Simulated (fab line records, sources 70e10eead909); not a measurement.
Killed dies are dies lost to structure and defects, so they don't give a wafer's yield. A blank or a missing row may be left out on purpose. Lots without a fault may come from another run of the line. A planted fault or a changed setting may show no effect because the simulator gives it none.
Chamber matching | flow nand_harc | NHARC_A_CONTACT_CMP_20 on cmp-03: 4 sister chambers
The step polishes, t overpolish 30 s, target thk 300 nm. 8 wafers are shown with their chamber, then 7 later ones without.

WAFERS WITH THEIR CHAMBER
wafer  | chamber | motor_current_A (A) | edge_zone_pressure_frac
L080.4 | 3       | 11.4                | 1.005
L084.1 | 3       | 11.4                | 1.000
L084.3 | 2       | 10.9                | 0.995
L087.2 | 0       | 13.8                | 0.996
L087.5 | 0       | 13.5                | 0.995
L087.6 | 1       | 12.2                | 1.007
L088.1 | 1       | 11.5                | 1.001
L088.4 | 2       | 11.4                | 0.997

WAFERS WITHOUT THEIR CHAMBER
wafer  | motor_current_A (A) | edge_zone_pressure_frac
L088.5 | 11.2                | 1.001
L091.1 | 11.8                | 1.002
L091.2 | 11.1                | 0.998
L091.5 | 11.2                | 0.997
L095.1 | 14.2                | 0.999
L095.4 | 10.5                | 1.001
L095.5 | 11.2                | 0.994

WHICH CHAMBER EACH WENT THROUGH
wafer  | from the rows above          | in truth
L088.5 | can't be placed: 3 or 2 or 1 | 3
L091.1 | can't be placed: 1 or 3      | 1
L091.2 | can't be placed: 2 or 3      | 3
L091.5 | can't be placed: 2 or 3      | 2
L095.1 | 0                            | 0
L095.4 | can't be placed: 2 or 3 or 1 | 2
L095.5 | 2                            | 2
Placed correctly: 2 of 7. Can't be placed from these rows: 5 (the true chamber is among the candidates in 5). Placed wrongly: 0.
How it was worked out, from the rows above alone: a wafer's distance from a chamber is the root of the sum, over the readings, of the square of ((its reading less the chamber's mean) divided by the reading's scatter). The wafer belongs to the nearest chamber; if the next one is less than 2 further off, it can't be placed. A chamber's mean is the mean of its shown wafers. The scatter: the root of (the sum of the squares of (reading less its chamber's mean) over the shown wafers, divided by (wafers less chambers)).
